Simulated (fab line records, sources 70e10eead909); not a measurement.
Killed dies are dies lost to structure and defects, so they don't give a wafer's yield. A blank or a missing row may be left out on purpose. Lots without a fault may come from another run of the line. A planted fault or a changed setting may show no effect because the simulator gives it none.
Which tool did it? | flow nand_harc | 13 lots, 39 wafers sampled, at 4 steps of a route of 1159

WHAT THE GAUGES READ, wafer by wafer
The record holds no reading of a measuring or inspecting step that can be judged against a usual standard deviation.

WHICH TOOL RAN EACH LOT (tool, then ch and the chambers of the sampled wafers, then the start)
lot  | NHARC_A_STAIRCASE_ETCH_190                    | NHARC_A_STAIRCASE_ETCH_192                    | NHARC_A_STAIRCASE_ETCH_194                    | NHARC_A_STAIRCASE_TRIM_200
L403 | rie_diel-02 ch 1,2, day 11 06:55 or earlier   | rie_diel-02 ch 0,1,2, day 11 06:55 or earlier | rie_diel-02 ch 0,1,2, day 11 06:55 or earlier | rie_diel-13 ch 1,2, day 11 06:55
L404 | rie_diel-01 ch 1,2, day 11 07:14 or earlier   | rie_diel-01 ch 0,2, day 11 07:14 or earlier   | rie_diel-01 ch 0,3, day 11 07:14 or earlier   | rie_diel-02 ch 1,2, day 11 07:14
L406 | rie_diel-13 ch 2,3, day 11 18:39 or earlier   | rie_diel-13 ch 0,1,3, day 11 18:39 or earlier | rie_diel-13 ch 0,1,3, day 11 18:39 or earlier | rie_diel-02 ch 0,1,2, day 11 18:39
L407 | rie_diel-01 ch 0,1,3, day 12 05:01 or earlier | rie_diel-01 ch 0,2,3, day 12 05:01 or earlier | rie_diel-01 ch 0,2, day 12 05:01 or earlier   | rie_diel-02 ch 0,1, day 12 05:01
L409 | rie_diel-13 ch 1,2,3, day 12 05:14 or earlier | rie_diel-13 ch 1,2, day 12 05:14 or earlier   | rie_diel-13 ch 0,1,3, day 12 05:14 or earlier | rie_diel-13 ch 1,2,3, day 12 05:14
L408 | rie_diel-01 ch 2,3, day 12 06:53 or earlier   | rie_diel-01 ch 0,1,2, day 12 06:53 or earlier | rie_diel-01 ch 2,3, day 12 06:53 or earlier   | rie_diel-01 ch 0,2,3, day 12 06:53
L411 | rie_diel-02 ch 0,2,3, day 13 00:12 or earlier | rie_diel-02 ch 0,1,3, day 13 00:12 or earlier | rie_diel-02 ch 0,1,2, day 13 00:12 or earlier | rie_diel-01 ch 2,3, day 13 00:12
L410 | rie_diel-13 ch 0,1, day 13 01:17 or earlier   | rie_diel-13 ch 2,3, day 13 01:17 or earlier   | rie_diel-13 ch 2,3, day 13 01:17 or earlier   | rie_diel-13 ch 0,1,2, day 13 01:17
L413 | rie_diel-13 ch 0,2,3, day 13 10:49 or earlier | rie_diel-13 ch 0,1,3, day 13 10:49 or earlier | rie_diel-13 ch 0,2,3, day 13 10:49 or earlier | rie_diel-01 ch 0,2,3, day 13 10:49
L412 | rie_diel-13 ch 1,2,3, day 13 14:37 or earlier | rie_diel-13 ch 1,2,3, day 13 14:37 or earlier | rie_diel-13 ch 1,2,3, day 13 14:37 or earlier | rie_diel-13 ch 0,2,3, day 13 14:37
L415 | rie_diel-13 ch 0,1,3, day 14 07:36 or earlier | rie_diel-13 ch 0,1,3, day 14 07:36 or earlier | rie_diel-13 ch 0,1,2, day 14 07:36 or earlier | rie_diel-13 ch 0,2,3, day 14 07:36
L416 | rie_diel-13 ch 0,2, day 15 04:51 or earlier   | rie_diel-13 ch 0,2,3, day 15 04:51 or earlier | rie_diel-13 ch 0,1,3, day 15 04:51 or earlier | rie_diel-02 ch 0,1,3, day 15 04:51
L422 | rie_diel-02 ch 1,2,3, day 15 11:23 or earlier | rie_diel-02 ch 0,1,2, day 15 11:23 or earlier | rie_diel-02 ch 1,2, day 15 11:23 or earlier   | rie_diel-01 ch 0,2, day 15 11:23
- NHARC_A_STAIRCASE_ETCH_190: etches the open film in C4F8/O2, target depth 100 nm, time 40.5 s.
- NHARC_A_STAIRCASE_ETCH_192: etches the open film in C4F8/O2, target depth 100 nm, time 40.5 s.
- NHARC_A_STAIRCASE_ETCH_194: etches the open film in C4F8/O2, target depth 100 nm, time 40.5 s.
- NHARC_A_STAIRCASE_TRIM_200: chemistry O2, time 211.2 s.

WHAT THE TOOLS THEMSELVES READ (means of the sampled wafers that have a number; where no wafer has one, the mark that the record gives instead)
NHARC_A_STAIRCASE_ETCH_190.
lot  | tool        | oes_product_au (a.u.) | rf_vpp_V (V)
L403 | rie_diel-02 | 0.935                 | 890
L404 | rie_diel-01 | 0.940                 | 896
L406 | rie_diel-13 | 0.915                 | 891
L407 | rie_diel-01 | 0.950                 | 893
L409 | rie_diel-13 | 0.953                 | 890
L408 | rie_diel-01 | 0.941                 | 898
L411 | rie_diel-02 | 0.933                 | 897
L410 | rie_diel-13 | 0.947                 | 893
L413 | rie_diel-13 | 0.956                 | 899
L412 | rie_diel-13 | 0.943                 | 896
L415 | rie_diel-13 | 0.943                 | 893
L416 | rie_diel-13 | 0.957                 | 900
L422 | rie_diel-02 | 0.951                 | 893

NHARC_A_STAIRCASE_ETCH_192.
lot  | tool        | oes_product_au (a.u.) | rf_vpp_V (V)
L403 | rie_diel-02 | 0.944                 | 893
L404 | rie_diel-01 | 0.944                 | 894
L406 | rie_diel-13 | 0.929                 | 893
L407 | rie_diel-01 | 0.946                 | 896
L409 | rie_diel-13 | 0.943                 | 889
L408 | rie_diel-01 | 0.945                 | 894
L411 | rie_diel-02 | 0.942                 | 896
L410 | rie_diel-13 | 0.955                 | 902
L413 | rie_diel-13 | 0.959                 | 893
L412 | rie_diel-13 | 0.940                 | 896
L415 | rie_diel-13 | 0.939                 | 892
L416 | rie_diel-13 | 0.949                 | 897
L422 | rie_diel-02 | 0.942                 | 891

NHARC_A_STAIRCASE_ETCH_194.
lot  | tool        | oes_product_au (a.u.) | rf_vpp_V (V)
L403 | rie_diel-02 | 0.937                 | 892
L404 | rie_diel-01 | 0.935                 | 894
L406 | rie_diel-13 | 0.926                 | 893
L407 | rie_diel-01 | 0.943                 | 892
L409 | rie_diel-13 | 0.937                 | 893
L408 | rie_diel-01 | 0.940                 | 897
L411 | rie_diel-02 | 0.939                 | 893
L410 | rie_diel-13 | 0.948                 | 897
L413 | rie_diel-13 | 0.956                 | 898
L412 | rie_diel-13 | 0.954                 | 896
L415 | rie_diel-13 | 0.945                 | 896
L416 | rie_diel-13 | 0.945                 | 893
L422 | rie_diel-02 | 0.942                 | 889

NHARC_A_STAIRCASE_TRIM_200.
lot  | tool        | drypump_motor_current_A (A) | oes_product_au (a.u.) | rf_vpp_V (V) | showerhead_plenum_p_Torr (Torr) | throttle_valve_pct (%)
L403 | rie_diel-13 | 6.1                         | 1.015                 | 57.5         | 3.33                            | 17.038
L404 | rie_diel-02 | 5.5                         | 1.003                 | 57.2         | 3.34                            | 17.030
L406 | rie_diel-02 | 5.5                         | 1.001                 | 58.3         | 3.43                            | 17.048
L407 | rie_diel-02 | 5.3                         | 0.992                 | 57.7         | 3.50                            | 17.035
L409 | rie_diel-13 | 5.8                         | 1.005                 | 57.5         | 3.37                            | 17.026
L408 | rie_diel-01 | 5.8                         | 0.995                 | 57.7         | 3.52                            | 17.030
L411 | rie_diel-01 | 6.1                         | 1.006                 | 58.2         | 3.60                            | 17.037
L410 | rie_diel-13 | 5.8                         | 1.000                 | 57.2         | 3.56                            | 17.029
L413 | rie_diel-01 | 5.8                         | 1.002                 | 58.1         | 3.51                            | 17.034
L412 | rie_diel-13 | 5.5                         | 1.005                 | 57.5         | 3.59                            | 17.027
L415 | rie_diel-13 | 5.5                         | 1.003                 | 57.2         | 3.59                            | 17.031
L416 | rie_diel-02 | 5.6                         | 1.001                 | 57.6         | 3.53                            | 17.042
L422 | rie_diel-01 | 5.7                         | 0.890                 | 57.5         | 3.43                            | 17.033

THE ANSWER, worked out from the rows above alone
Rule: what is usual is taken from the lots themselves. Put in order of their means at a reading, lots are off if they are a third of the lots or fewer, leave a main group of 4 or more, and stand apart from it by a gap of 3 or more times the standard deviation of the main group's means; of several such gaps the widest counts. A main group whose means are all the same, to the digits that the tables above print for the reading, isn't used. A lot without any number at a reading at which 4 lots or more have one is off too. The other lots that the step has rows for count as sound. The gauges are gone through in route order, then the tools' own readings, and for those a lot's mean is taken as printed above. The first step at which some lot is off is used, and at that step the reading that is off furthest; a lot without a number counts as furthest.
Off: L422, at NHARC_A_STAIRCASE_TRIM_200 (oes_product_au). The main group: mean 1.002 a.u., standard deviation 0.0055.
A tool fits if, at that step or a process step before it, it ran every lot that is off, and no sound lot after the first of them. NHARC_A_STAIRCASE_ETCH_190 gives no start for some lots, so the hours and the order of its lots are those of NHARC_A_STAIRCASE_TRIM_200. NHARC_A_STAIRCASE_ETCH_192 gives no start for some lots, so the hours and the order of its lots are those of NHARC_A_STAIRCASE_TRIM_200. NHARC_A_STAIRCASE_ETCH_194 gives no start for some lots, so the hours and the order of its lots are those of NHARC_A_STAIRCASE_TRIM_200. Can't be told from this: 2 tools fit, rie_diel-02 at NHARC_A_STAIRCASE_ETCH_190 and NHARC_A_STAIRCASE_ETCH_192 and NHARC_A_STAIRCASE_ETCH_194, rie_diel-01 at NHARC_A_STAIRCASE_TRIM_200.

WHAT THE SIMULATOR HAD PUT IN
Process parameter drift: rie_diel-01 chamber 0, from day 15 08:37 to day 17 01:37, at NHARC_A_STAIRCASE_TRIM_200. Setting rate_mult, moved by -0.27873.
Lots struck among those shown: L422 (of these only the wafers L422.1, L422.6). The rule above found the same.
